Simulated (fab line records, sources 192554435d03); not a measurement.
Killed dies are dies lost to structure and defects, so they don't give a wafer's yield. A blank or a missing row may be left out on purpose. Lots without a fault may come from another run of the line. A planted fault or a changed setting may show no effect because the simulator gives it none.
A struck lot beside a sound one | flow n5_finfet | 26 steps out of a route of 1938
Sound: wafers L229.1, L229.3, L229.5. Struck: wafers L244.2, L244.4, L244.5. The cause comes at the end.
At each step with rows: each side's tool, then ch and its chambers, then its first start. Under that, the readings that differ: sound wafers | struck wafers | difference of the means | sigmas: that difference in standard deviations of wafers without a fault.
alike: readings whose means differ by less than 2 such deviations, and words and numbers that are the same on both sides. not compared: withheld readings, readings that some wafer has no value for, bounds like >300 that may hide the same value, and numbers for which the record gives no deviation and whose values overlap.
The two part at a step that has a row with sigmas, a row that says differs or no value, or rows on one side only. Numbers that don't overlap but have no deviation are shown without sigmas and don't part them. A reading that every wafer of one side lacks parts them only if that side has two wafers or more.

first, 8 steps without rows for these wafers: N5_ILD0_FCVD_FILL_01 (material SiO2 flowable, target thk 200 nm, time 328.3 s); N5_ILD0_CURE_02 (time 1800 s); N5_ILD0_CMP_03 (polishes, stops on SiNx, t overpolish 1.9 s, target thk 197.38 nm); N5_ILD0_CMP_07 (polishes SiO2 flowable, stops on poly-Si, t overpolish 1.18 s, target thk 138.88 nm); N5_ILD0_PRECLEAN_10 (cleans in NF3:NH3, afs cycles 5, time 20 s, sublimation time 60 s); N5_ILD0_ALD_15 (deposits SiNx, target thk 24 nm, pulse time 1 s, ald cycles 480); N5_ILD0_CMP_12 (polishes SiNx, stops on poly-Si, t overpolish 6 s, target thk 17.67 nm); N5_SDB_HM_DEP_00 (deposits SiNx from SiH4/NH3/N2, target thk 40 nm, time 35.3 s).
N5_SDB_COAT_03: time 60 s, resist thk 100 nm.
  sound on litho_track-01 ch 0, day 4 04:34; struck on litho_track-01 ch 0, day 8 00:01
  reading                              | sound                | struck               | difference | sigmas
  spin_speed_rpm (rpm)                 | 1498.7 1498.9 1499.0 | 1763.5 1763.1 1763.3 | +264.4     | +99 or more
  model.SOC_of_SDB_COAT_03.thk_nm (nm) | 100.6 100.4 100.2    | 92.2 92.2 92.2       | -8.2       |
  alike: exhaust_pa, plate_temp_C
then, 9 steps without rows for these wafers: N5_SDB_COAT_04 (time 60 s, resist thk 18 nm); N5_SDB_COAT_05 (resist thk 90 nm); N5_SDB_EBR_07; N5_SDB_SOFTBAKE_06 (time 60 s); N5_SDB_EXPOSE_08 (exposes mask SDB); N5_SDB_PEB_09 (peb time 60 s); N5_SDB_DEVELOP_10 (develop time 30 s); N5_SDB_DESCUM_16 (chemistry O2, time 7.9 s); N5_SDB_ETCH_17 (etches SiARC in CF4, target depth 23.4 nm, time 39 s).
N5_SDB_ETCH_18: etches SOC in N2/H2, target depth 100 nm, overetch 20 nm, time 150 s.
  sound on rie_diel-05 ch 0,1,3, day 4 05:05; struck on rie_diel-04 ch 2,3, day 8 00:46
  reading                  | sound             | struck            | difference | sigmas
  oes_product_au (a.u.)    | 0.74 0.64 0.79    | 0.58 0.63 0.58    | -0.13      | -2
  model.etch.depth_nm (nm) | 100.6 100.5 100.2 | 92.25 92.29 92.26 | -8.17      |
  alike: drypump_motor_current_A, n2_flow_sccm, rf_vpp_V, showerhead_plenum_p_Torr, throttle_valve_pct
  not compared: rf_hours_counter_h
then, 2 steps without rows for these wafers: N5_SDB_STRIP_19 (strips in N2/H2); N5_SDB_STRIP_21 (strips in CF4).
N5_SDB_HM_OPEN_20: chemistry CH3F/O2, target SiNx, stops on poly-Si, target depth 24 nm.
  sound on rie_diel-05 ch 0,1,3, day 4 05:15; struck on rie_diel-04 ch 2,3, day 8 00:55
  reading                              | sound          | struck         | difference | sigmas
  model.SOC_of_SDB_COAT_03.thk_nm (nm) | 84.6 84.8 84.4 | 76.2 76.4 76.2 | -8.3       |
  alike: drypump_motor_current_A, oes_ar_750_au, oes_f_703_au, oes_product_au, rf_vpp_V, showerhead_plenum_p_Torr, throttle_valve_pct
  not compared: rf_hours_counter_h
N5_SDB_STRIP_22: strips in N2/H2.
  sound on plasma_asher-01 ch 0,1, day 4 05:20; struck on plasma_asher-02 ch 0,1, day 8 01:00
  reading                      | sound             | struck            | difference | sigmas
  oes_product_au (a.u.)        | 0.727 0.723 0.718 | 0.706 0.707 0.708 | -0.016     | -3
  strip_time_to_endpoint_s (s) | 96.8 97.0 96.6    | 88.8 89.1 88.8    | -7.9       | -25
  alike: drypump_motor_current_A, heater_power_w, n2_flow_sccm
  not compared: rf_hours_counter_h
then, 1 step without rows for these wafers: N5_SDB_PRECLEAN_23 (cleans in dHF, time 30 s).
-- the record jumps here: 4 days lie between the struck wafers' starts before and after (it left off in module SDB and takes up again in module BEOL_M4, whose first step shown is number 1111 of the route) --
N5_BEOL_M4_RC_MEAS_101:
  sound on prober-01 ch 0, day 8 11:54; struck on prober-02 ch 0, day 12 04:51
  reading       | sound             | struck            | difference | sigmas
  DIBL_P (mV/V) | 34.1 34.8 37.4    | 39.8 37.9 40.0    | +3.8       | +2
  VT_N (mV)     | 251.4 251.6 250.0 | 244.8 246.9 245.6 | -5.2       | -2
  alike: DIBL_N, IOFF_N, IOFF_P, ION_N, ION_P, SS_N, SS_P, VT_P
then, 1 step without rows for these wafers: N5_PASSIVATION_PROBE_49.

WHERE THEY PART
First at N5_SDB_COAT_03; last, within this record, at N5_BEOL_M4_RC_MEAS_101.

WHY: what the simulator had put in
Process parameter drift: litho_track-01, from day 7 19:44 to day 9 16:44, at N5_SDB_COAT_03. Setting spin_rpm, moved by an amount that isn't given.
